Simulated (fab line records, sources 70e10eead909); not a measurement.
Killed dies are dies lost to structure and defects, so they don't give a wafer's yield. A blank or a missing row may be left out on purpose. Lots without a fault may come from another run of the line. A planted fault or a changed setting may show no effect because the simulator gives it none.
Which tool did it? | flow nand_harc | 6 lots, 18 wafers sampled, at 2 steps of a route of 1302

WHAT THE GAUGES READ, wafer by wafer
NHARC_P_ZERO_WELL_INSPECT_43.
lot  | measured     | on                | raw_defect_count
L881 | day 2 13:49  | defect_inspect-02 | 13 13 12
L887 | day 5 01:28  | defect_inspect-02 | 29 16 8
L896 | day 8 19:43  | defect_inspect-01 | 27 8 10
L898 | day 9 15:38  | defect_inspect-01 | 13 15 9
L900 | day 10 12:31 | defect_inspect-02 | 11 4 11
L902 | day 11 07:35 | defect_inspect-02 | 25 16 7

WHICH TOOL RAN EACH LOT (tool, then ch and the chambers of the sampled wafers, then the start)
lot  | NHARC_P_ZERO_WELL_PECVD_02
L881 | pecvd-03 ch 1,2, day 2 06:27
L887 | pecvd-01 ch 0,2, day 4 18:29
L896 | pecvd-03 ch 1,2, day 8 12:29
L898 | pecvd-03 ch 0,2, day 9 08:29
L900 | pecvd-03 ch 0,1, day 10 04:31
L902 | pecvd-04 ch 0,2, day 11 00:27
- NHARC_P_ZERO_WELL_PECVD_02: deposits SiO2, target thk 10 nm.

THE ANSWER, worked out from the rows above alone
Rule: what is usual is taken from the lots themselves. Put in order of their means at a reading, lots are off if they are a third of the lots or fewer, leave a main group of 4 or more, and stand apart from it by a gap of 3 or more times the standard deviation of the main group's means; of several such gaps the widest counts. A main group whose means are all the same, to the digits that the tables above print for the reading, isn't used. A lot without any number at a reading at which 4 lots or more have one is off too. The other lots that the step has rows for count as sound.
No lot is off at any reading shown: from this, nothing can be told.

WHAT THE SIMULATOR HAD PUT IN
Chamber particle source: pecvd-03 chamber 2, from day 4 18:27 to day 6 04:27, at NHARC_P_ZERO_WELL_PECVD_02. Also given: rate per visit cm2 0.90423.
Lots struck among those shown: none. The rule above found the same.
